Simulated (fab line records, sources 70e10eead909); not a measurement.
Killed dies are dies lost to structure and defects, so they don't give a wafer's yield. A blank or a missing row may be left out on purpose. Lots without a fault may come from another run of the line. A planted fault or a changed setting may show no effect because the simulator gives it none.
Chamber matching | flow nand_harc | NHARC_A_STAIRCASE_DESCUM_443 on rie_diel-13: 4 sister chambers
The step chemistry O2, time 3 s. 14 wafers are shown with their chamber, then 7 later ones without.

WAFERS WITH THEIR CHAMBER
wafer  | chamber | drypump_motor_current_A (A) | showerhead_plenum_p_Torr (Torr) | oes_product_au (a.u.)
L075.1 | 2       | 5.9                         | 1.86                            | 0.995
L075.2 | 3       | 6.2                         | 1.88                            | 0.994
L075.5 | 3       | 6.2                         | 1.88                            | 0.996
L077.1 | 2       | 5.9                         | 1.86                            | 0.970
L077.2 | 1       | 5.7                         | 1.85                            | 1.008
L077.5 | 3       | 6.2                         | 1.88                            | 0.992
L080.2 | 1       | 5.6                         | 1.85                            | 1.012
L080.4 | 0       | 5.3                         | 1.92                            | 0.995
L080.5 | 3       | 6.2                         | 1.88                            | 0.977
L091.2 | 2       | 5.9                         | 1.85                            | 0.981
L091.3 | 0       | 5.4                         | 1.91                            | 0.988
L091.6 | 3       | 6.3                         | 1.87                            | 0.956
L092.1 | 3       | 6.3                         | 1.87                            | 0.981
L092.3 | 0       | 5.4                         | 1.91                            | 0.986

SIGNATURES (means of the wafers above)
reading                  | chamber 0 | chamber 1 | chamber 2 | chamber 3 | scatter within a chamber
drypump_motor_current_A  | 5.367     | 5.650     | 5.900     | 6.233     | 0.05
showerhead_plenum_p_Torr | 1.9133    | 1.8500    | 1.8567    | 1.8767    | 0.00516
oes_product_au           | 0.98967   | 1.01000   | 0.98200   | 0.98267   | 0.0123
Rule: a wafer's distance from a chamber is the root of the sum, over the readings, of the square of ((its reading less the chamber's mean) divided by the reading's scatter). The wafer belongs to the nearest chamber; if the next one is less than 2 further off, it can't be placed. The scatter: the root of (the sum of the squares of (reading less its chamber's mean) over the shown wafers, divided by (wafers less chambers)).

WAFERS WITHOUT THEIR CHAMBER
wafer  | drypump_motor_current_A (A) | showerhead_plenum_p_Torr (Torr) | oes_product_au (a.u.)
L092.5 | 5.7                         | 1.84                            | 0.996
L094.1 | 6.3                         | 1.86                            | 0.989
L094.4 | 5.7                         | 1.84                            | 1.002
L094.5 | 5.4                         | 1.91                            | 1.001
L096.4 | 5.9                         | 1.84                            | 0.977
L096.5 | 5.7                         | 1.84                            | 1.003
L096.6 | 5.4                         | 1.91                            | 0.994

WHICH CHAMBER EACH WENT THROUGH
wafer  | from the rows above | in truth
L092.5 | 1                   | 1
L094.1 | 3                   | 3
L094.4 | 1                   | 1
L094.5 | 0                   | 0
L096.4 | 2                   | 2
L096.5 | 1                   | 1
L096.6 | 0                   | 0
Placed correctly: 7 of 7. Can't be placed from these rows: 0. Placed wrongly: 0.
